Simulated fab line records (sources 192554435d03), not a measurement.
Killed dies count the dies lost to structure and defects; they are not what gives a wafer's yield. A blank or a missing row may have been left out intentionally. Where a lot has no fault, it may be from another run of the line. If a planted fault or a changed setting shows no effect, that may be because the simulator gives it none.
Comparing a struck lot with a sound one ; flow n5 finfet ; 16 steps out of a route of 1938
Sound: the wafers L704.3, L704.4, L704.5. Wafers struck: L718.1, L718.3, L718.6. The cause is named last.
At each step with rows: each side's tool, then ch and its chambers, then its first start. Under that, the readings that differ: sound wafers ; struck wafers ; difference of the means ; sigmas: that difference in standard deviations of wafers without a fault.
alike: a reading whose means differ by less than 2 such deviations, as well as words and numbers matching on both sides. not compared: withheld readings; readings where some wafer has no value; bounds like >300 that might hide an equal value; numbers whose values overlap and for which the record gives no deviation.
The two part at a step that has a row with sigmas, a row that says differs or no value, or rows on one side only. Numbers that have no deviation but don't overlap get no sigmas and don't part them. A reading missing from all wafers of one side parts the sides only when that side holds two or more wafers.

first, 2 steps without rows for these wafers: N5_BEOL_M4_SPUTTER_90 (material Cu, target thk 4.5 nm, time 8.29 s); N5_BEOL_M4_ANNEAL_91 (time 240 s).
N5_BEOL_M4_SPUTTER_92: material Cu, target thk 4.5 nm, time 8.29 s.
  sound on pvd sputter-01, day 8 23:32; struck on pvd sputter-03, day 12 14:11
reading;sound;struck;difference;sigmas
throttle valve pct (%);30.6 31.4 31.1;29.5 28.2 29.7;-1.9;-2
then, 3 steps without rows for these wafers: N5_BEOL_M4_ANNEAL_93 (time 240 s); N5_BEOL_M4_SPUTTER_94 (material Cu, target thk 4.5 nm, time 8.29 s); N5_BEOL_M4_ANNEAL_95 (time 240 s).
N5_BEOL_M4_SPUTTER_96: material Cu, target thk 4.5 nm, time 8.29 s.
  sound on pvd sputter-01, day 8 23:58; struck on pvd sputter-03, day 12 14:37
reading;sound;struck;difference;sigmas
throttle valve pct (%);30.8 31.5 31.3;29.2 28.5 29.7;-2.1;-2
then, 1 step without rows for these wafers: N5_BEOL_M4_ECD_50 (material Cu, target thk 300 nm).
N5_BEOL_M4_ANNEAL_51: time 90 s.
  sound on rtp anneal-02 ch 0, day 9 00:15; struck on rtp anneal-02 ch 0, day 12 14:49
  alike: anneal temp c, wafer_temp_C_max
N5_BEOL_M4_CMP_52: polishes, stops on SiOC, t overpolish 6.8 s, target thk 40 nm.
  sound on cmp-01 ch 1,2,3, day 9 00:28; struck on cmp-02 ch 0,1, day 12 15:07
  alike: barrier field endpoint s, motor current A, overpolish run s, platen rpm, time to endpoint s
N5_BEOL_M4_THK_MEAS_53: measures by xrf.
  sound on film metro-01, day 9 00:46; struck on film metro-01, day 12 15:25
  alike: M4_THK
N5_BEOL_M4_PRE_CLEAN_60: time 15 s.
  sound on cvd co-02 ch 1,2, day 9 00:49; struck on cvd co-02 ch 0,2, day 12 15:26
  alike: heater power w
N5_BEOL_M4_CO_CAP_55: material Co, precursor CCTBA/H2, target thk 2 nm, time 102.1 s.
  sound on cvd co-02 ch 1,2, day 9 00:51; struck on cvd co-02 ch 0,2, day 12 15:29
  no value came back on the struck wafers for chamber pressure Torr (Torr), heater power outer w (W), heater power w (W), time s (s); on the sound wafers chamber pressure Torr (Torr) reads 29.98 30.09 30.02
then, 1 step without rows for these wafers: N5_BEOL_M4_PRE_CLEAN_56 (time 15 s).
N5_BEOL_M4_RC_MEAS_101:
  sound on prober-02 ch 0, day 9 01:25; struck on prober-02 ch 0, day 12 15:43
reading;sound;struck;difference;sigmas
IOFF_N (nA/um);0.21 0.18 0.23;0.10 0.16 0.14;-0.07;-2
SS_N (mV/dec);72.1 72.9 73.2;70.5 71.2 71.6;-1.6;-3
  alike: DIBL_N, DIBL_P, IOFF_P, ION_N, ION_P, SS_P, VT_N, VT_P
-- a jump in the record: the struck wafers' starts before and after are 5 days apart (it breaks off in module BEOL_M4 and resumes in module PASSIVATION, where the first step shown is number 1936 of the route) --
N5_PASSIVATION_PROBE_49:
  sound on prober-01, day 13 12:53; struck on prober-02, day 17 20:27
  alike: defect limited yield, killed_at_M0_to_M3, killed_at_M4_up, killed at contacts, killed at front end, killed at other, killed dies, killed open, killed short, sort_bin_5_function, sort_bin_6_memory, sort n pass, sort yield pct

== WHERE THEY PART ==
At N5_BEOL_M4_SPUTTER_92 first; at N5_BEOL_M4_RC_MEAS_101 last (within this record only). Later steps at which nothing parts them and some readings are alike: N5_PASSIVATION_PROBE_49.

WHY: whatever the simulator had introduced
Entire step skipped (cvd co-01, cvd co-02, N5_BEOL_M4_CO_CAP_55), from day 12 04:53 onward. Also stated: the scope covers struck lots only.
